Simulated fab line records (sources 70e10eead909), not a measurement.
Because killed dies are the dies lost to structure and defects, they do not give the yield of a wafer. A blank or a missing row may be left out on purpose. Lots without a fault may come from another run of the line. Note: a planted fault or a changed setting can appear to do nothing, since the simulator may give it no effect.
Which tool did it? / flow nand harc / route of 1159 steps, sampled at 1 step: 24 lots, 72 wafers

== WHAT THE GAUGES SHOWED, per wafer ==
NHARC_P_ZERO_WELL_CD_MEAS_11: target cd 500 nm.
lot=L074; measured=day 1 13:07; on=cd sem-01; cd nm (nm)=502.0 501.1 500.5
lot=L075; measured=day 1 19:16; on=cd sem-03; cd nm (nm)=502.6 499.0 498.9
lot=L076; measured=day 2 01:23; on=cd sem-02; cd nm (nm)=498.8 500.9 502.1
lot=L077; measured=day 2 07:11; on=cd sem-03; cd nm (nm)=500.9 500.1 499.0
lot=L078; measured=day 2 13:11; on=cd sem-02; cd nm (nm)=497.7 500.9 499.9
lot=L079; measured=day 2 19:14; on=cd sem-03; cd nm (nm)=500.4 501.7 502.4
lot=L080; measured=day 3 01:16; on=cd sem-01; cd nm (nm)=500.6 498.7 501.7
lot=L081; measured=day 3 07:15; on=cd sem-03; cd nm (nm)=501.2 503.7 502.5
lot=L082; measured=day 3 13:41; on=cd sem-03; cd nm (nm)=500.6 503.1 499.0
lot=L083; measured=day 3 19:07; on=cd sem-03; cd nm (nm)=498.8 500.6 501.7
lot=L084; measured=day 4 01:07; on=cd sem-03; cd nm (nm)=503.0 499.6 501.5
lot=L085; measured=day 4 07:07; on=cd sem-03; cd nm (nm)=500.2 501.6 503.3
lot=L086; measured=day 4 13:15; on=cd sem-01; cd nm (nm)=502.8 502.4 501.0
lot=L087; measured=day 4 19:14; on=cd sem-01; cd nm (nm)=501.9 501.0 499.6
lot=L088; measured=day 5 01:15; on=cd sem-03; cd nm (nm)=500.7 500.4 499.8
lot=L089; measured=day 5 07:08; on=cd sem-03; cd nm (nm)=503.2 500.9 503.4
lot=L090; measured=day 5 13:14; on=cd sem-03; cd nm (nm)=504.1 503.7 502.1
lot=L091; measured=day 5 19:08; on=cd sem-03; cd nm (nm)=499.0 497.9 497.5
lot=L092; measured=day 6 01:16; on=cd sem-01; cd nm (nm)=502.7 499.5 500.3
lot=L093; measured=day 6 07:19; on=cd sem-02; cd nm (nm)=501.7 500.4 500.8
lot=L094; measured=day 6 13:14; on=cd sem-02; cd nm (nm)=497.2 500.6 497.1
lot=L095; measured=day 6 19:14; on=cd sem-01; cd nm (nm)=499.3 499.8 497.6
lot=L096; measured=day 7 01:14; on=cd sem-03; cd nm (nm)=500.8 499.0 499.8
lot=L097; measured=day 7 07:08; on=cd sem-01; cd nm (nm)=500.5 497.8 500.9

== WHAT TOOL EACH LOT RAN ON (gives the tool, then ch and the chambers of the sampled wafers, and finally the start) ==
The record holds no process step before these readings.

== AS READ BY THE TOOLS THEMSELVES (means over the sampled wafers that have a number; for cases with no such wafer, the mark the record gives instead) ==
The record holds no such reading with a usual standard deviation.

== THE ANSWER, worked out from the rows above alone ==
Rule: the lots themselves supply what counts as usual. The widest of any qualifying gaps counts: lots, ordered by their means at a reading, are off when they make up no more than a third of the lots, leave a main group of 4 or more, and stand apart from it by 3 or more times the standard deviation of that group's means. A main group is skipped when, at the precision printed for the reading in the tables above, its means are all equal. A lot without any number at a reading at which 4 lots or more have one is off too. The other lots that the step has rows for count as sound. After the gauges, taken in route order, come the tools' own readings; for these a lot's mean is taken, as printed above. At the first step where some lot is off, the reading lying furthest off is the one used; lots without a number count as furthest.
No lot is off at any reading shown: from this, nothing can be told.

== WHAT HAD BEEN PUT IN BY THE SIMULATOR ==
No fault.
